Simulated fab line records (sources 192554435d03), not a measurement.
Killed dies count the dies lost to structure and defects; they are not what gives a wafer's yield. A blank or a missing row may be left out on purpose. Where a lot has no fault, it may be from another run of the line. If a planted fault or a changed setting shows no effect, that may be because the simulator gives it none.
Which tool was responsible?	flow n5-finfet	at 1 step of a route of 1938, 12 lots with 36 wafers sampled

## WHAT THE GAUGES SHOWED, per wafer
N5_BEOL_M2_CD_MEAS_35: target cd 18 nm, target cd y 22.2 nm.
lot	measured	on	cd-nm (nm)
L075	day 7 12:51	cd-sem-02	17.6 17.9 18.5
L078	day 7 21:59	cd-sem-02	18.0 18.1 17.9
L077	day 8 10:06	cd-sem-01	18.4 18.3 18.1
L081	day 8 18:22	cd-sem-01	17.9 18.0 17.9
L083	day 9 14:05	cd-sem-03	17.4 17.8 18.1
L085	day 9 20:44	cd-sem-01	18.4 18.4 18.0
L087	day 10 08:28	cd-sem-01	18.2 17.8 18.1
L089	day 10 20:27	cd-sem-03	17.9 18.6 18.4
L091	day 11 09:45	cd-sem-01	18.3 18.3 18.0
L094	day 12 04:04	cd-sem-03	17.6 17.6 17.7
L095	day 12 12:22	cd-sem-03	17.5 18.1 18.3
L097	day 12 19:43	cd-sem-03	17.9 18.2 18.1

## TOOL THAT RAN EACH LOT (tool first, then ch and the chambers of the sampled wafers, then the start)
Record: no process step prior to these readings.

## THE ANSWER, worked out from the rows above alone
Rule: what is usual is taken from the lots themselves. The widest of any qualifying gaps counts: lots, ordered by their means at a reading, are off when they make up no more than a third of the lots, leave a main group of 4 or more, and stand apart from it by 3 or more times the standard deviation of that group's means. The tables above print the reading to a certain number of digits; a main group whose means all agree to those digits is not used. Also off: a lot with no number at a reading for which 4 or more lots have one. Where the step has rows for the other lots, those lots are counted as sound.
Across all readings shown, no lot is off: no conclusion can be drawn from this.

## WHAT THE SIMULATOR PUT IN
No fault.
